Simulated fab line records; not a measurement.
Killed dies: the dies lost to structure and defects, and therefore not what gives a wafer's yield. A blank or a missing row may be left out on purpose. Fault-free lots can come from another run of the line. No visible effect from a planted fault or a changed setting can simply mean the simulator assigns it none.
What tool caused it? ; flow n5 finfet ; 11 lots, 30 wafers sampled, at 5 steps of a route of 1938

== WHAT THE GAUGES SHOWED, per wafer ==
N5_BEOL_M4_RC_MEAS_101.
lot;measured;on;IOFF_N (nA/um)
L585;day 7 20:59;prober-02;0.140 0.177 0.152
L587;day 8 15:29;prober-01;0.189 0.134 0.174
L590;day 9 09:45;prober-02;0.317 0.191
L593;day 9 23:01;prober-01;0.375 0.140
L595;day 10 22:05;prober-02;0.382 0.161
L598;day 11 06:36;prober-01;0.147 0.165 0.186
L601;day 11 22:12;prober-02;0.149 0.110 0.152
L603;day 12 19:00;prober-01;0.177 0.187 0.197
L605;day 13 02:41;prober-02;0.175 0.184 0.174
L606;day 13 10:22;prober-01;0.158 0.136 0.166
L608;day 14 04:43;prober-02;0.149 0.164 0.132

== TOOL THAT RAN EACH LOT (tool first, then ch and the chambers of the sampled wafers, then the start) ==
lot;N5_SD_EPI_N_VAPOR_ETCH_50;N5_BEOL_M4_ANNEAL_91;N5_BEOL_M4_ANNEAL_93;N5_BEOL_M4_DEP_57
L585;epi rpcvd-02 ch 0, day 3 01:46;pvd sputter-01, day 7 18:55;pvd sputter-01, day 7 19:08;pecvd-03 ch 1,2, day 7 20:28
L587;epi rpcvd-02 ch 0, day 3 13:13;pvd sputter-01, day 8 13:29;pvd sputter-01, day 8 13:42;pecvd-03 ch 1,2, day 8 15:04
L590;epi rpcvd-02 ch 0, day 4 09:42;pvd sputter-03, day 9 07:52;pvd sputter-03, day 9 08:05;pecvd-04 ch 2, day 9 09:29
L593;epi rpcvd-02 ch 0, day 5 03:07;pvd sputter-03, day 9 21:01;pvd sputter-03, day 9 21:14;pecvd-01 ch 0, day 9 22:35
L595;epi rpcvd-02 ch 0, day 5 14:39;pvd sputter-01, day 10 20:05;pvd sputter-01, day 10 20:19;pecvd-03 ch 0, day 10 21:39
L598;epi rpcvd-04 ch 0, day 6 12:47;pvd sputter-02, day 11 04:44;pvd sputter-02, day 11 04:57;pecvd-04 ch 0,2, day 11 06:20
L601;epi rpcvd-01 ch 0, day 7 08:25;pvd sputter-02, day 11 20:29;pvd sputter-02, day 11 20:43;pecvd-03 ch 0,1, day 11 22:04
L603;epi rpcvd-01 ch 0, day 7 15:04;pvd sputter-01, day 12 16:57;pvd sputter-01, day 12 17:10;pecvd-01 ch 0,2, day 12 18:34
L605;epi rpcvd-04 ch 0, day 8 06:44;pvd sputter-02, day 13 01:00;pvd sputter-02, day 13 01:13;pecvd-01 ch 0,1,2, day 13 02:34
L606;epi rpcvd-02 ch 0, day 8 08:12;pvd sputter-02, day 13 08:29;pvd sputter-02, day 13 08:42;pecvd-04 ch 1,2, day 13 10:04
L608;epi rpcvd-02 ch 0, day 8 20:44;pvd sputter-01, day 14 03:02;pvd sputter-01, day 14 03:16;pecvd-04 ch 0,2, day 14 04:36
- N5_SD_EPI_N_VAPOR_ETCH_50: etches Si in HCl, time 54 s.
- N5_BEOL_M4_ANNEAL_91: time 240 s.
- N5_BEOL_M4_ANNEAL_93: time 240 s.
- N5_BEOL_M4_DEP_57: deposits SiCN from 3MS/NH3, target thk 8 nm, time 14 s.

== THE ANSWER, worked out from the rows above alone ==
Rule: the lots themselves supply what counts as usual. Put in order of their means at a reading, lots are off if they are a third of the lots or fewer, leave a main group of 4 or more, and stand apart from it by a gap of 3 or more times the standard deviation of the main group's means; of several such gaps the widest counts. If all means in a main group match to the digits the tables above print for the reading, that group is not used. A lot without any number at a reading at which 4 lots or more have one is off too. The other lots that the step has rows for count as sound.
Off: L590, L593, L595, at N5_BEOL_M4_RC_MEAS_101 (IOFF_N). The main group: mean 0.161 nA/um, standard deviation 0.015.
If a tool, at a process step before that reading, ran all the lots that are off and no sound lot after the first of them, it fits. Those tools and the gauges at N5_BEOL_M4_RC_MEAS_101 are tried in the same way. None of those tried fits.

== WHAT WAS PUT IN BY THE SIMULATOR ==
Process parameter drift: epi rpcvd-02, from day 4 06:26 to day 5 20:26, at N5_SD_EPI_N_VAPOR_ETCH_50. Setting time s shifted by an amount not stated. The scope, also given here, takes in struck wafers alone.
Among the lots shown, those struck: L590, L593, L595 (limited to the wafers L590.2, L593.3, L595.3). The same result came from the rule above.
